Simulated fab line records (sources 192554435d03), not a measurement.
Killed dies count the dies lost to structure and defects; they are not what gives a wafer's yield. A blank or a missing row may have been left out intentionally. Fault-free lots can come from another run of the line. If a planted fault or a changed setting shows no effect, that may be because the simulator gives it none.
Split-lot study :: flow n5_finfet :: 21 wafers read from 7 lots, route of 1938 steps

## ABOUT THE SPLIT
At N5_BEOL_M4_VIA_ETCH_34 (etches the open film in C4F6/O2, target depth 69.4 nm, time 65.9 s), the setting source_w was moved away from the recipe's 350 W on 10 of the 21 wafers read, by -16.6% to +8.5%. This setting was run at the recipe's value on the other wafers.

The reading is taken at the split's own step.

## THE READING
etch.depth_nm (the simulator's own value, which no gauge read), in nm, at N5_BEOL_M4_VIA_ETCH_34 (etches the open film in C4F6/O2, target depth 69.4 nm, time 65.9 s). No usual value for it is given in the file. Here, 11 wafers ran the recipe; their average is 68.32 nm with a standard deviation of 1.4 nm.

wafer: L074.4
tool, chamber at the split: rie_diel-06, 2
source_w as run, W: 350
against the recipe: recipe
etch.depth_nm, nm: 67.58
against lot-mates on the recipe: -

wafer: L074.5
tool, chamber at the split: rie_diel-06, 1
source_w as run, W: 350
against the recipe: recipe
etch.depth_nm, nm: 67.11
against lot-mates on the recipe: -

wafer: L074.6
tool, chamber at the split: rie_diel-06, 0
source_w as run, W: 350
against the recipe: recipe
etch.depth_nm, nm: 67.54
against lot-mates on the recipe: -

wafer: L075.2
tool, chamber at the split: rie_diel-04, 2
source_w as run, W: 350
against the recipe: recipe
etch.depth_nm, nm: 70.6
against lot-mates on the recipe: -

wafer: L075.4
tool, chamber at the split: rie_diel-04, 2
source_w as run, W: 305.8
against the recipe: -12.6%
etch.depth_nm, nm: 66.93
against lot-mates on the recipe: -2.89

wafer: L075.6
tool, chamber at the split: rie_diel-04, 0
source_w as run, W: 350
against the recipe: recipe
etch.depth_nm, nm: 69.05
against lot-mates on the recipe: -

wafer: L078.2
tool, chamber at the split: rie_diel-06, 1
source_w as run, W: 293.6
against the recipe: -16.1%
etch.depth_nm, nm: 62.23
against lot-mates on the recipe: -3.76

wafer: L078.3
tool, chamber at the split: rie_diel-06, 3
source_w as run, W: 293.6
against the recipe: -16.1%
etch.depth_nm, nm: 63.43
against lot-mates on the recipe: -2.56

wafer: L078.5
tool, chamber at the split: rie_diel-06, 1
source_w as run, W: 350
against the recipe: recipe
etch.depth_nm, nm: 65.99
against lot-mates on the recipe: -

wafer: L080.4
tool, chamber at the split: rie_diel-02, 1
source_w as run, W: 379.7
against the recipe: +8.5%
etch.depth_nm, nm: 71.54
against lot-mates on the recipe: no lot-mate on the recipe

wafer: L080.5
tool, chamber at the split: rie_diel-02, 0
source_w as run, W: 379.7
against the recipe: +8.5%
etch.depth_nm, nm: 70.68
against lot-mates on the recipe: no lot-mate on the recipe

wafer: L080.6
tool, chamber at the split: rie_diel-02, 3
source_w as run, W: 379.7
against the recipe: +8.5%
etch.depth_nm, nm: 70.76
against lot-mates on the recipe: no lot-mate on the recipe

wafer: L083.2
tool, chamber at the split: rie_diel-02, 3
source_w as run, W: 297.6
against the recipe: -15.0%
etch.depth_nm, nm: 63.76
against lot-mates on the recipe: -4.07

wafer: L083.3
tool, chamber at the split: rie_diel-02, 0
source_w as run, W: 297.6
against the recipe: -15.0%
etch.depth_nm, nm: 62.65
against lot-mates on the recipe: -5.18

wafer: L083.4
tool, chamber at the split: rie_diel-02, 3
source_w as run, W: 350
against the recipe: recipe
etch.depth_nm, nm: 67.83
against lot-mates on the recipe: -

wafer: L085.2
tool, chamber at the split: rie_diel-02, 2
source_w as run, W: 350
against the recipe: recipe
etch.depth_nm, nm: 69.65
against lot-mates on the recipe: -

wafer: L085.3
tool, chamber at the split: rie_diel-02, 0
source_w as run, W: 350
against the recipe: recipe
etch.depth_nm, nm: 67.47
against lot-mates on the recipe: -

wafer: L085.4
tool, chamber at the split: rie_diel-02, 1
source_w as run, W: 350
against the recipe: recipe
etch.depth_nm, nm: 68.4
against lot-mates on the recipe: -

wafer: L086.3
tool, chamber at the split: rie_diel-04, 3
source_w as run, W: 292
against the recipe: -16.6%
etch.depth_nm, nm: 66.48
against lot-mates on the recipe: -3.81

wafer: L086.5
tool, chamber at the split: rie_diel-04, 1
source_w as run, W: 350
against the recipe: recipe
etch.depth_nm, nm: 70.29
against lot-mates on the recipe: -

wafer: L086.6
tool, chamber at the split: rie_diel-04, 0
source_w as run, W: 292
against the recipe: -16.6%
etch.depth_nm, nm: 63.44
against lot-mates on the recipe: -6.85

THE FIT
A straight line over all 21 wafers: etch.depth_nm changes by +0.283 nm for each +1% of source_w; r = +0.87; the points scatter about the line by 1.4 nm.
The same after taking each lot's own level away (the mean of its wafers on the recipe; 18 wafers): +0.271 nm for each +1%; r = +0.91; scatter 0.97 nm.
Per that fit: largest source_w move, reading shift of 4.5 nm.
From 65.990 to 70.290 nm: that is the span of the lots' own levels, equal to 3.2 times the standard deviation above.
So the lot-to-lot level changes the slope little: the two slopes agree.
Check: with one of the wafers moved furthest among these (-16.6%) left out of the fit, the line predicts -4.62 nm for it against its lot-mates. It came out at -3.81 nm against them.

## ADDITIONAL SPLITS CARRIED BY THESE WAFERS
These wafers also went through other splits before the reading. Each is held against what the fit with the lots' levels taken away leaves over:
other split on the same wafers: N5_BEOL_M2_COAT_62 spin_rpm
wafers away from the commonest value: 10
r with etch.depth_nm (lot level and that fit taken away): +0.18

other split on the same wafers: N5_BEOL_M2_EXPOSE_08 dose_mj
wafers away from the commonest value: 5
r with etch.depth_nm (lot level and that fit taken away): -0.06

other split on the same wafers: N5_BEOL_M2_DESCUM_16 time_s
wafers away from the commonest value: 6
r with etch.depth_nm (lot level and that fit taken away): +0.27

## THE FILE'S OWN FIT
etch.depth_nm changes by +0.267 nm for each +1% of source_w, r = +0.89.
